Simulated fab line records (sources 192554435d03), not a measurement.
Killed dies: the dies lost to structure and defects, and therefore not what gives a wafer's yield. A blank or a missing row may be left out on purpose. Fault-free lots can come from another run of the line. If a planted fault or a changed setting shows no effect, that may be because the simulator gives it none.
Which tool did it? | flow n5 finfet | 8 lots, 24 wafers sampled, at 2 steps of a route of 1938

== WHAT THE GAUGES SHOWED, per wafer ==
N5_BEOL_M2_OCD_MEAS_38.
lot  | measured     | on     | trench depth nm (nm)
L236 | day 10 14:33 | ocd-02 | 55.8 56.0 54.4
L238 | day 11 06:00 | ocd-02 | 56.2 55.5 55.9
L242 | day 12 04:44 | ocd-01 | 55.2 54.4 54.7
L245 | day 12 23:02 | ocd-01 | 74.0 74.3 73.5
L231 | day 13 08:53 | ocd-02 | 54.6 55.5 55.6
L249 | day 13 13:30 | ocd-01 | 55.4 55.6 54.7
L248 | day 13 17:47 | ocd-02 | 56.9 56.9 56.7
L246 | day 13 17:49 | ocd-01 | 73.3 74.1 72.8

== WHAT TOOL EACH LOT RAN ON (gives the tool, then ch and the chambers of the sampled wafers, and finally the start) ==
lot  | N5_BEOL_M2_TRENCH_ETCH_37
L236 | rie diel-05 ch 0,3, day 10 14:23
L238 | rie diel-05 ch 1,2, day 11 05:51
L242 | rie diel-04 ch 1,2, day 12 04:35
L245 | rie diel-05 ch 0,1, day 12 22:53
L231 | rie diel-02 ch 0,1,2, day 13 08:44
L249 | rie diel-02 ch 2,3, day 13 13:21
L248 | rie diel-04 ch 0,3, day 13 17:38
L246 | rie diel-05 ch 0,2, day 13 17:40
- N5_BEOL_M2_TRENCH_ETCH_37: etches SiOC in C4F6/O2, target depth 55.555 nm, time 29.2 s.

== THE ANSWER, worked out from the rows above alone ==
Rule: usual is defined by the lots themselves. Put in order of their means at a reading, lots are off if they are a third of the lots or fewer, leave a main group of 4 or more, and stand apart from it by a gap of 3 or more times the standard deviation of the main group's means; of several such gaps the widest counts. Not used: any main group whose means are identical at the precision the tables above print for the reading. Also off: a lot with no number at a reading for which 4 or more lots have one. Where the step has rows for the other lots, those lots are counted as sound.
Off: L245, L246 (N5_BEOL_M2_OCD_MEAS_38, trench depth nm). Mean 55.6 nm and standard deviation 0.66 in the main group.
If a tool, at a process step before that reading, ran all the lots that are off and no sound lot after the first of them, it fits. The gauges at N5_BEOL_M2_OCD_MEAS_38 are tried like those tools. One fits: rie diel-05 at N5_BEOL_M2_TRENCH_ETCH_37. A fault onset in the window from L238 (day 11 05:51, its last sound lot) to L245 (day 12 22:53, its first lot off) fits.

== WHAT WAS PUT IN BY THE SIMULATOR ==
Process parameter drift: rie diel-05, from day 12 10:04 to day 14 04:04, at N5_BEOL_M2_TRENCH_ETCH_37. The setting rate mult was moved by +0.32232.
Shown lots that were struck: L245, L246. The rule above reached the same finding.
